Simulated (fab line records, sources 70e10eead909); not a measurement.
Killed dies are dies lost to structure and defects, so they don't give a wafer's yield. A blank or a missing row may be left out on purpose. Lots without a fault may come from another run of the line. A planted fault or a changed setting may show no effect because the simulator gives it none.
Chamber matching | flow nand_harc | NHARC_A_WL_FILL_ETCHBACK_26 on rie_si-05: 4 sister chambers
The step etches the open film in HBr, target depth 52 nm, time 13.3 s. 4 wafers are shown with their chamber, then 11 later ones without.

WAFERS WITH THEIR CHAMBER
wafer  | chamber | rf_fwd_power_W (W)
L087.1 | 2       | 344.7
L087.2 | 0       | 341.7
L087.4 | 1       | 343.0
L088.2 | 3       | 344.4

WAFERS WITHOUT THEIR CHAMBER
wafer  | rf_fwd_power_W (W)
L088.4 | 340.2
L088.5 | 346.0
L090.1 | 341.4
L090.3 | 342.2
L090.6 | 345.1
L095.1 | 345.5
L095.2 | 343.4
L095.5 | 344.3
L094.1 | 341.3
L094.3 | 345.8
L094.6 | 340.9

WHICH CHAMBER EACH WENT THROUGH
wafer  | from the rows above               | in truth
L088.4 | can't be placed: 0 or 1           | 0
L088.5 | can't be placed: 2 or 3           | 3
L090.1 | can't be placed: 0 or 1           | 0
L090.3 | can't be placed: 0 or 1           | 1
L090.6 | can't be placed: 2 or 3           | 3
L095.1 | can't be placed: 2 or 3           | 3
L095.2 | can't be placed: 1 or 3 or 2 or 0 | 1
L095.5 | can't be placed: 3 or 2 or 1      | 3
L094.1 | can't be placed: 0 or 1           | 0
L094.3 | can't be placed: 2 or 3           | 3
L094.6 | can't be placed: 0 or 1           | 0
Placed correctly: 0 of 11. Can't be placed from these rows: 11 (the true chamber is among the candidates in 11). Placed wrongly: 0.
How it was worked out, from the rows above alone: a wafer's distance from a chamber is the root of the sum, over the readings, of the square of ((its reading less the chamber's mean) divided by the reading's scatter). The wafer belongs to the nearest chamber; if the next one is less than 2 further off, it can't be placed. A chamber's mean is the mean of its shown wafers. The scatter: with one shown wafer a chamber, the root of the mean of the squares of how far each hidden wafer lies from its nearest shown one.
